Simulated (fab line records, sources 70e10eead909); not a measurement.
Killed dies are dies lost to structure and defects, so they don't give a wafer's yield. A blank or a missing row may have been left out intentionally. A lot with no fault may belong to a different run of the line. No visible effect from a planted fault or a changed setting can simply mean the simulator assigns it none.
fab line records    flow nand_harc    part 2 of 2: steps 22 to 32 of 32
[record] lots = 5  wafers = 15  last_day = 34
route steps=1302 shown A_BONDPAD@1214 HYBRID_BOND@1237 THIN_TSV@1244
lots that met no fault: from a run of the same line without faults
start_h: the number of hours between the record's first day and the start of the first shown wafer of the lot    wait_h: how many hours have passed since the lot's step before this one    " repeats the value in the row above    L1.1+2: a row that stands for several wafers    - value missing, or start not given    * or withheld: withheld    < > ~ a bound
route shown NAME@n: NAME is a module with steps in the file, n the number in the route of the first one    usual: average and standard deviation across the fault-free wafers    same: alike in all rows    chamber/n: place in a boat    sites: readings site by site    _std_site: their standard deviation    _edge_site: inner sites' mean taken away from outer sites' mean    radius_mm: for every site, how far away it sits from the centre of the wafer    mask NAME#n: copy n    behind: the tool/chamber that last shaped the wafer    hold: the reason the lot was held/the length of the hold in hours/how it ended    device: whichever transistor did not switch (one of n, p or np)    end of line: tests run on the same wafers once the route is complete    a step given without rows: its recipe and nothing more    killed: the dies lost at the first sort to structure and to defects; this is not the yield of the wafer    map: per-die view of a wafer (x killed, . not killed, _ where there is no die)
set.NAME: setting as actually run; set.NAME@STEP: the setting as run at that earlier step    model.NAME: the simulator's own value behind a step, which no gauge read
lots seen at some steps along the route; tables by step, rows by wafer
services: the hour from which a tool's chamber was out of use, counted from the record's first day as start_h (under 0 if before that day), plus the number of hours and why
[[steps]]
[step NHARC_HYBRID_BOND_ACTIVATE_00]
[recipe] time_s = 60  n2_flow_sccm = 200  ar_flow_sccm = 0  bias_power_w = 0  chemistry = N2
[usual] drypump_motor_current_A = 5.6/0.6  oes_product_au = 1.000/0.008  rf_vpp_V = 63.9/0.9  showerhead_plenum_p_Torr = 1.71/0.063
lot.wafer  tool         chamber  start_h  wait_h  drypump_motor_current_A  oes_product_au  rf_hours_counter_h  rf_vpp_V  showerhead_plenum_p_Torr
L078.3     rie_diel-04  1        564.69   0.1     4.9                      0.999           6                   63.2      1.64
L078.2     "            2        "        "       5.8                      0.994           6                   62.9      1.71
L078.5     "            0        "        "       4.6                      1.008           -                   66.8      1.88
L082.3     rie_diel-04  3        592.44   0.1     6.2                      0.998           15                  64.0      1.79
L082.6     "            2        "        "       5.8                      0.999           -                   63.6      1.71
L082.5     "            3        "        "       6.2                      0.996           -                   63.4      1.79
L085.1     rie_diel-04  3        639.55   0.1     6.1                      0.995           34                  64.6      1.78
L085.4     "            0        "        "       4.6                      1.017           34                  65.5      1.87
L085.5     "            3        "        "       6.2                      1.009           -                   64.8      1.78
L094.1     rie_diel-12  3        722.95   0.1     5.1                      1.006           9                   64.4      1.63
L094.2     "            0        "        "       6.0                      0.999           8                   62.3      1.71
L094.3     "            1        "        "       6.6                      1.002           7                   62.6      1.74
L095.3     rie_diel-04  0        775.21   0.1     4.6                      1.001           23                  64.7      1.86
L095.6     "            1        "        "       4.9                      0.999           -                   65.9      1.91
L095.4     "            0        "        "       4.6                      0.997           -                   65.6      1.86
[step NHARC_HYBRID_BOND_PRECLEAN_01]
[recipe] time_s = 300  temp_c = 23  chemistry = DIW
[usual] temp_c = 23.01/0.11
lot.wafer  tool          chamber  start_h  wait_h  temp_c
L078.3     wet_bench-08  4        564.83   0.1     22.97
L078.2     "             7        "        "       22.90
L078.5     "             0        "        "       23.05
L082.6     wet_bench-10  2        592.59   0.1     22.95
L082.3     "             5        "        "       23.05
L082.5     "             6        "        "       22.98
L085.5     wet_bench-10  6        639.70   0.1     22.80
L085.1     "             7        "        "       23.17
L085.4     "             1        "        "       23.05
L094.3     wet_bench-08  7        723.11   0.1     22.94
L094.2     "             0        "        "       22.74
L094.1     "             3        "        "       23.06
L095.3     wet_bench-10  3        775.36   0.1     22.99
L095.6     "             5        "        "       22.83
L095.4     "             6        "        "       23.24
[step NHARC_HYBRID_BOND_SRD_02]
[recipe] time_s = 30  temp_c = 23  dry_time_s = 20  spin_rpm = 1500
[usual] temp_c = 23.01/0.11
lot.wafer  tool          chamber  start_h  wait_h  temp_c
L078.3     wet_bench-08  4        -        -       22.91
L078.2     "             7        "        "       23.08
L078.5     "             0        "        "       23.13
L082.6     wet_bench-10  2        -        -       22.94
L082.3     "             5        "        "       23.09
L082.5     "             6        "        "       22.97
L085.5     wet_bench-10  6        -        -       22.84
L085.1     "             7        "        "       22.81
L085.4     "             1        "        "       23.02
L094.3     wet_bench-08  7        -        -       23.17
L094.2     "             0        "        "       22.94
L094.1     "             3        "        "       22.93
L095.3     wet_bench-10  3        -        -       23.05
L095.6     "             5        "        "       23.14
L095.4     "             6        "        "       23.03
[step NHARC_HYBRID_BOND_BOND_03]
[recipe] temp_c = 25
lot.wafer   tool             chamber  start_h  wait_h
L078.2+3+5  wafer_bonder-01  0        565.79   -
L082.3+5+6  wafer_bonder-01  0        593.13   -
L085.1+4+5  wafer_bonder-01  0        639.94   -
L094.1+2+3  wafer_bonder-01  0        723.35   -
L095.3+4+6  wafer_bonder-01  0        775.93   -
[step NHARC_HYBRID_BOND_ANNEAL_04]
[recipe] temp_c = 300  time_s = 7200  ramp_up_c_per_min = 5  ramp_down_c_per_min = 3  idle_temp_c = 100  pressure_atm = 1
[usual] zone_power_upper_pct = 2.70/0.24
lot.wafer  tool        chamber  start_h  wait_h  zone_power_upper_pct
L078.2     furnace-08  0        571.39   5.4     2.56
L078.3     "           0        "        "       2.52
L078.5     "           0        "        "       2.60
L082.3     furnace-08  0        598.77   5.5     2.61
L082.5     "           0        "        "       2.65
L082.6     "           0        "        "       2.59
L085.1     furnace-08  0        642.93   2.8     2.57
L085.4     "           0        "        "       2.54
L085.5     "           0        "        "       2.57
L094.1     furnace-03  0        727.44   3.9     3.05
L094.2     "           0        "        "       3.06
L094.3     "           0        "        "       3.09
L095.3     furnace-03  0        779.71   3.6     3.09
L095.4     "           0        "        "       3.15
L095.6     "           0        "        "       3.10
[step NHARC_HYBRID_BOND_OVL_MEAS_05]
[usual] overlay_x_nm = 1/33  overlay_y_nm = 2/32
lot.wafer  tool        chamber  start_h  wait_h  overlay_x_nm  overlay_y_nm
L078.2     overlay-02  -        576.16   0.4     20            2
L078.3     "           -        "        "       -9            -1
L078.5     "           -        "        "       25            -37
L082.3     overlay-01  -        603.51   0.4     53            -18
L082.5     "           -        "        "       80            -38
L082.6     "           -        "        "       -19           12
L085.1     overlay-01  -        647.61   0.4     -19           31
L085.4     "           -        "        "       24            7
L085.5     "           -        "        "       15            -46
L094.1     overlay-01  -        732.12   0.4     -101          47
L094.2     "           -        "        "       3             19
L094.3     "           -        "        "       7             21
L095.3     overlay-02  -        784.44   0.4     -2            43
L095.4     "           -        "        "       -1            -39
L095.6     "           -        "        "       -21           48
[step NHARC_HYBRID_BOND_INSPECT_06]
[recipe] inspect_instrument = ir_void
[usual] raw_defect_count = 90/38
lot.wafer  tool               chamber  start_h  wait_h  raw_defect_count
L078.2     defect_inspect-02  -        576.21   0.1     28
L078.3     "                  -        "        "       22
L078.5     "                  -        "        "       20
L082.3     defect_inspect-01  -        603.57   0.1     119
L082.5     "                  -        "        "       140
L082.6     "                  -        "        "       139
L085.1     defect_inspect-02  -        647.66   0.0     98
L085.4     "                  -        "        "       91
L085.5     "                  -        "        "       93
L094.1     defect_inspect-02  -        732.17   0.0     64
L094.2     "                  -        "        "       87
L094.3     "                  -        "        "       61
L095.3     defect_inspect-01  -        784.49   0.1     66
L095.4     "                  -        "        "       74
L095.6     "                  -        "        "       75
[step NHARC_THIN_TSV_GRIND_00]
[recipe] target_thk_um = 6
[usual] motor_current_A = 11.996/0.022
lot.wafer  tool        chamber  start_h  wait_h  motor_current_A
L078.2     grinder-01  0        576.56   0.3     11.970
L078.3     "           0        "        "       12.015
L078.5     "           0        "        "       11.978
L082.3     grinder-01  0        604.11   0.5     11.974
L082.5     "           0        "        "       12.001
L082.6     "           0        "        "       11.985
L085.1     grinder-01  0        647.81   0.1     11.994
L085.4     "           0        "        "       11.967
L085.5     "           0        "        "       12.000
L094.1     grinder-01  0        732.33   0.1     11.994
L094.2     "           0        "        "       12.032
L094.3     "           0        "        "       12.006
L095.3     grinder-01  0        785.04   0.5     11.974
L095.4     "           0        "        "       12.000
L095.6     "           0        "        "       11.996
[step NHARC_THIN_TSV_CMP_01]
[recipe] target_thk_um = 3
[usual] motor_current_A = 11.9/1.2
lot.wafer  tool    chamber  start_h  wait_h  motor_current_A
L078.2     cmp-03  3        577.62   0.9     11.5
L078.3     "       0        "        "       9.9
L078.5     "       3        "        "       11.1
L082.3     cmp-01  1        605.02   0.7     14.4
L082.6     "       2        "        "       13.1
L082.5     "       3        "        "       12.3
L085.4     cmp-02  1        649.09   0.5     11.8
L085.1     "       2        "        "       11.3
L085.5     "       0        "        "       13.0
L094.1     cmp-01  2        733.55   1.0     12.7
L094.3     "       3        "        "       12.8
L094.2     "       1        "        "       12.8
L095.3     cmp-01  2        785.89   0.7     13.0
L095.4     "       0        "        "       13.5
L095.6     "       1        "        "       13.2
[step NHARC_THIN_TSV_THK_MEAS_02]
[recipe] thk_meas_gauge = ir
[usual] thk_nm = 3042/200
lot.wafer  tool           chamber  start_h  wait_h  thk_nm
L078.2     film_metro-01  -        577.85   -       3028
L078.3     "              -        "        "       2991
L078.5     "              -        "        "       2842
L082.3     film_metro-02  -        605.21   -       3468
L082.5     "              -        "        "       3431
L082.6     "              -        "        "       3215
L085.1     film_metro-01  -        649.31   0.2     2807
L085.4     "              -        "        "       2893
L085.5     "              -        "        "       3019
L094.1     film_metro-01  -        733.81   -       2558
L094.2     "              -        "        "       2813
L094.3     "              -        "        "       2881
L095.3     film_metro-02  -        786.13   -       2800
L095.4     "              -        "        "       2900
L095.6     "              -        "        "       2765
[step NHARC_THIN_TSV_SRD_03]
lot.wafer   tool          chamber  start_h  wait_h
L078.3+2+5  wet_bench-10  0,1,3    577.90   0.0
L082.3+6+5  wet_bench-10  7,0,3    605.24   0.0
L085.1+5+4  wet_bench-10  0,2,5    649.35   0.0
L094.3+1+2  wet_bench-10  1,3,4    733.85   0.0
L095.4+3+6  wet_bench-08  3,5,7    786.17   0.0
[[services]]
tool             chamber  start_h  hours  kind
rie_diel-04      2        539.46   4.0    repair
wet_bench-08     -        544.40   1.7    repair
pvd_sputter-02   -        544.66   4.3    repair
rie_diel-01      -        558.11   9.0    pm
cmp-03           -        564.43   0.8    repair
litho_track-07   -        601.00   7.0    pm
rie_diel-01      3        601.55   3.7    repair
wet_bench-08     -        603.64   8.0    repair
rie_diel-01      1        604.61   18.3   repair
rie_diel-03      -        635.31   9.0    pm
pvd_sputter-02   -        638.06   10.0   pm
grinder-01       -        645.71   1.5    repair
wet_bench-08     -        646.40   8.0    pm
grinder-01       -        665.31   0.5    repair
wet_bench-10     -        665.91   8.0    pm
pvd_sputter-03   -        675.07   9.9    repair
pvd_sputter-03   -        704.06   10.0   pm
pvd_sputter-02   -        713.26   3.9    repair
wafer_bonder-01  -        718.40   2.1    repair
rie_diel-01      -        735.11   9.0    pm
grinder-01       -        736.00   8.0    pm
wafer_bonder-01  -        736.00   8.0    pm
rie_diel-01      -        753.80   0.9    repair
litho_track-07   -        776.00   7.0    pm
